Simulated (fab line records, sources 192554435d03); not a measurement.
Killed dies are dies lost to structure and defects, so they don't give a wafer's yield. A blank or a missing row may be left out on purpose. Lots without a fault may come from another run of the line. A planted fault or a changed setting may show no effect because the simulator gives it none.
One fault seen from 3 desks | flow n5_finfet | each desk has only its own numbers; what lay behind them comes last

THE METROLOGY DESK
What the gauges read, lot by lot, whatever tool the lot ran on: means of the sampled wafers that have a number. A lot is out of limits, marked OUT, if its mean lies more than 4 standard deviations from the usual mean; the brackets give that distance.
Columns: A = cd_nm at N5_BEOL_M12_CD_MEAS_28, usual 160.4 nm; B = M12_OVL at N5_BEOL_M12_OVL_MEAS_29, usual -1 nm
lot  | first seen here | A     | B
L980 | day 10 20:29    | 158.8 | -2
L987 | day 12 12:59    | 160.0 | -6
L990 | day 13 04:19    | 159.4 | -0
L991 | day 13 12:39    | 161.1 | 1
L992 | day 13 20:28    | 162.3 | 1
L997 | day 15 05:42    | 160.3 | 3
L100 | day 15 14:47    | 160.3 | -5
This desk's finding: nothing out of limits on any of the 7 lots.

THE DEFECT DESK
What the inspections along the route counted, lot by lot: means of the sampled wafers that have a number. A lot is out of limits, marked OUT, if its mean lies more than 4 standard deviations from the usual mean; the brackets give that distance.
Columns: A = raw_defect_count at N5_BEOL_M12_INSPECT_30, usual 2.0
lot  | first seen here | A
L980 | day 10 20:32    | 2.3
L987 | day 12 13:02    | 1.3
L990 | day 13 04:22    | 2.5
L991 | day 13 12:42    | 4.0
L992 | day 13 20:33    | 1.0
L997 | day 15 05:46    | 2.0
L100 | day 15 14:50    | 2.0
This desk's finding: nothing out of limits on any of the 7 lots.

THE TOOL OWNER'S DESK: rie_diel-06
The tool's own readings at N5_BEOL_M12_ETCH_68 (etches SOC in N2/H2, time 285 s): means of the sampled wafers that have a number, for each lot that ran on this tool. A lot is out of limits, marked OUT, if its mean lies more than 4 standard deviations from the usual mean; the brackets give that distance. Of its 8 readings 7 are shown: the one that was out of limits first, and those that lie furthest out on some lot.
Columns: A = bias_w at N5_BEOL_M12_ETCH_68, usual 350.0 W; B = drypump_motor_current_A at N5_BEOL_M12_ETCH_68, usual 5.8 A; C = oes_product_au at N5_BEOL_M12_ETCH_68, usual 0.78 a.u.; D = rf_vpp_V at N5_BEOL_M12_ETCH_68, usual 523.3 V; E = run_length_s at N5_BEOL_M12_ETCH_68, usual 308.4 s; F = showerhead_plenum_p_Torr at N5_BEOL_M12_ETCH_68, usual 2.52 Torr; G = throttle_valve_pct at N5_BEOL_M12_ETCH_68, usual 17.85 %
lot  | first seen here | A     | B   | C    | D     | E               | F    | G
L987 | day 12 13:16    | 349.8 | 6.5 | 0.73 | 521.3 | 308.6           | 2.43 | 17.56
L990 | day 13 04:35    | 349.1 | 6.3 | 0.72 | 522.6 | 303.6 (-11) OUT | 2.54 | 17.88
L991 | day 13 13:10    | 350.3 | 5.4 | 0.73 | 521.9 | 302.9 (-13) OUT | 2.48 | 17.85
L992 | day 13 20:46    | 351.2 | 5.8 | 0.73 | 523.6 | 301.8 (-16) OUT | 2.54 | 17.94
This desk's finding: out of limits on L990, L991, L992; first on L990, day 13 04:35 (run_length_s at N5_BEOL_M12_ETCH_68). In limits: L987.

PUT TOGETHER
The tool owner's desk could have raised an alarm at day 13 04:35, on L990, L991, L992.
The metrology desk saw nothing out of limits.
The defect desk saw nothing out of limits.
The metrology desk has L990, L991, L992 on record, within its limits.
The defect desk has L990, L991, L992 on record, within its limits.
Of the lots named, all ran N5_BEOL_M12_ETCH_68 on rie_diel-06.

WHAT THE SIMULATOR HAD PUT IN
Process parameter drift: rie_diel-06, from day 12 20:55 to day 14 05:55, at N5_BEOL_M12_ETCH_68. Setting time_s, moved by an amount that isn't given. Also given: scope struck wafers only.
Lots struck among those shown: L990, L991, L992.
Hours from the fault's start to each desk's first reading out of limits: the tool owner's desk, 8.
